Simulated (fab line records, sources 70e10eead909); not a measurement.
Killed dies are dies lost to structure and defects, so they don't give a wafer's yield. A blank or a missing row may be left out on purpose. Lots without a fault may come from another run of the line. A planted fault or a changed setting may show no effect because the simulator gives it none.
One fault seen from 2 desks | flow nand_harc | each desk has only its own numbers; what lay behind them comes last

THE METROLOGY DESK
What the gauges read, lot by lot, whatever tool the lot ran on: means of the sampled wafers that have a number. A lot is out of limits, marked OUT, if its mean lies more than 4 standard deviations from the usual mean; the brackets give that distance.
Columns: A = thk_nm at NHARC_P_BONDPAD_THK_MEAS_20, usual 161.1 nm; B = thk_nm at NHARC_A_SOURCE_PLATE_THK_MEAS_06, usual 199.7 nm; C = thk_nm at NHARC_A_ONON_D1_THK_MEAS_27, usual 1002 nm; D = thk_nm at NHARC_A_ONON_D1_THK_MEAS_34, usual 199.8 nm
lot  | first seen here | A     | B     | C    | D
L704 | day 6 12:47     | 160.3 | 197.5 | 996  | 198.5
L705 | day 7 04:10     | 160.3 | 199.3 | 1008 | 197.1
L706 | day 7 07:59     | 160.5 | 196.7 | 1021 | 197.6
L707 | day 7 22:34     | 160.8 | 196.1 | 1013 | 197.7
L711 | day 9 22:50     | 158.9 | 200.9 | 990  | 200.9
L712 | day 10 00:00    | 160.2 | 201.3 | 1008 | 200.1
L714 | day 11 01:37    | 162.4 | 200.7 | 1020 | 179.5 (-7.2) OUT
L715 | day 11 07:10    | 161.5 | 200.2 | 993  | 195.4
L716 | day 11 13:55    | 162.1 | 199.7 | 1007 | 182.7 (-6.1) OUT
L724 | day 15 00:33    | 161.5 | 198.3 | 1007 | 202.0
L725 | day 15 10:04    | 160.8 | 199.5 | 1011 | 198.8
L726 | day 15 19:35    | 160.0 | 200.0 | 1015 | 196.8
L727 | day 16 07:32    | 160.0 | 198.6 | 1000 | 202.9
This desk's finding: out of limits on L714, L716; first on L714, day 12 18:27 (thk_nm at NHARC_A_ONON_D1_THK_MEAS_34). In limits: L704, L705, L706, L707, L711, L712, L715, L724, L725, L726, L727.

THE TOOL OWNER'S DESK: pecvd-02
The tool's own readings at NHARC_A_ONON_D1_DEP_33 (deposits SiO2, target thk 200 nm): means of the sampled wafers that have a number, for each lot that ran on this tool. A lot is out of limits, marked OUT, if its mean lies more than 4 standard deviations from the usual mean; the brackets give that distance.
Columns: A = heater_power_w at NHARC_A_ONON_D1_DEP_33, usual 557 W; B = mfc_precursor_sccm at NHARC_A_ONON_D1_DEP_33, usual 161.4 sccm; C = susceptor_temp_C at NHARC_A_ONON_D1_DEP_33, usual 400.02 C; D = throttle_valve_pct at NHARC_A_ONON_D1_DEP_33, usual 15.8 %
lot  | first seen here | A   | B               | C      | D
L704 | day 8 00:48     | 581 | 160.8           | 399.92 | 16.3
L705 | day 8 17:04     | 573 | 162.1           | 400.19 | 16.2
L707 | day 9 09:55     | 586 | 161.4           | 400.00 | 16.5
L712 | day 11 12:27    | 541 | 161.7           | 400.20 | 15.7
L714 | day 12 18:05    | 495 | 144.2 (-32) OUT | 400.15 | 15.9
L716 | day 13 02:21    | 481 | 144.1 (-32) OUT | 400.34 | 16.0
L724 | day 16 15:34    | 600 | 161.4           | 400.21 | 15.9
This desk's finding: out of limits on L714, L716; first on L714, day 12 18:05 (mfc_precursor_sccm at NHARC_A_ONON_D1_DEP_33). In limits: L704, L705, L707, L712, L724.

PUT TOGETHER
The tool owner's desk could have raised an alarm at day 12 18:05, on L714, L716.
The metrology desk could have raised an alarm at day 12 18:27, on L714, L716.
Of the lots named, all ran NHARC_A_ONON_D1_DEP_33 on pecvd-02.

WHAT THE SIMULATOR HAD PUT IN
Process parameter drift: pecvd-02, from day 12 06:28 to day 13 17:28, at NHARC_A_ONON_D1_DEP_33. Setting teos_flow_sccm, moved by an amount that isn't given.
Lots struck among those shown: L714, L716.
Hours from the fault's start to each desk's first reading out of limits: the tool owner's desk, 12; the metrology desk, 12.
